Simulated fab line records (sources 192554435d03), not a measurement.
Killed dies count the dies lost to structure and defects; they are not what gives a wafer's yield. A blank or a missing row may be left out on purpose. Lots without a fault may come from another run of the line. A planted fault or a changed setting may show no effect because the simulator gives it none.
Split-lot study ; flow n5-finfet ; 21 wafers read across 7 lots, on a route 1938 steps long

THE SPLIT ITSELF
At N5_BEOL_M11_PECVD_70 (deposits SiO2 from TEOS/O2, target thk 20 nm, time 22.7 s), the setting time-s was moved away from the recipe's 22.7 s on 7 of the 21 wafers read, by -8.9% to +14.9%. For the rest of the wafers, this setting stayed at what the recipe calls for.

The reading is taken at the split's own step.

THE READING
SiO2_of_BEOL_M11_PECVD_70.thk-nm (the simulator's own value, which no gauge read), in nm, at N5_BEOL_M11_PECVD_70 (deposits SiO2 from TEOS/O2, target thk 20 nm, time 22.7 s). The file does not state a usual value for it. Average 20.1 nm, standard deviation 0.37 nm, over the 14 wafers here run with the recipe.

wafer;tool, chamber at the split;time-s as run, s;against the recipe;SiO2_of_BEOL_M11_PECVD_70.thk-nm, nm;against lot-mates on the recipe
L080.1;pecvd-01, 1;22.7;recipe;20;-
L080.3;pecvd-01, 0;21.74;-4.2%;19.2;-1.0
L080.5;pecvd-01, 1;22.7;recipe;20.4;-
L083.4;pecvd-03, 1;22.7;recipe;20.4;-
L083.5;pecvd-03, 1;22.7;recipe;20;-
L083.6;pecvd-03, 0;22.7;recipe;20.2;-
L086.4;pecvd-01, 0;22.7;recipe;20.2;-
L086.5;pecvd-01, 2;22.7;recipe;20.8;-
L086.6;pecvd-01, 1;22.7;recipe;20.4;-
L090.2;pecvd-02, 2;22.7;recipe;19.4;-
L090.3;pecvd-02, 1;26.09;+14.9%;22;+2.6
L090.4;pecvd-02, 1;26.09;+14.9%;22.8;+3.4
L093.1;pecvd-02, 1;22.7;recipe;20;-
L093.2;pecvd-02, 0;22.7;recipe;19.8;-
L093.5;pecvd-02, 2;24.16;+6.4%;21.4;+1.5
L096.1;pecvd-02, 1,2;22.7;recipe;19.6;-
L096.2;pecvd-02, 1,2;22.7;recipe;19.6;-
L096.3;pecvd-02, 0;25.98;+14.4%;22.4;+2.8
L097.3;pecvd-01, 2;22.7;recipe;20;-
L097.4;pecvd-01, 1;20.67;-8.9%;18.4;-1.6
L097.5;pecvd-01, 2;20.67;-8.9%;18.6;-1.4
Where a row lists several chambers, the file gives one row for several wafers and doesn't say which wafer went through which chamber.

FIT RESULTS
A straight line over all 21 wafers: SiO2_of_BEOL_M11_PECVD_70.thk-nm changes by +0.165 nm for each +1% of time-s; r = +0.95; the points scatter about the line by 0.35 nm.
The same after taking each lot's own level away (the mean of its wafers on the recipe; 21 wafers): +0.194 nm for each +1%; r = +0.99; scatter 0.22 nm.
Per that fit: largest time-s move, reading shift of 2.9 nm.
The span of the lots' own levels, 19.40 to 20.47 nm, comes to 2.9 times the standard deviation stated above.
So the lot-to-lot level changes the slope: the two fits differ.
Check: +3.06 nm against its lot-mates is what the line predicts for one of the wafers moved furthest among these (+14.9%) when that wafer is left out of the fit. It came out at +2.6 nm against them.

OTHER SPLITS APPLIED TO THESE WAFERS
These wafers also went through other splits before the reading. Each is held against what the fit with the lots' levels taken away leaves over:
other split on the same wafers;wafers away from the commonest value;r with SiO2_of_BEOL_M11_PECVD_70.thk-nm (lot level and that fit taken away)
N5_BEOL_M9_TRENCH_ETCH_37 bias-w;2;-0.11

THE FILE'S OWN FIT
SiO2_of_BEOL_M11_PECVD_70.thk-nm changes by +0.197 nm for each +1% of time-s, r = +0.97.
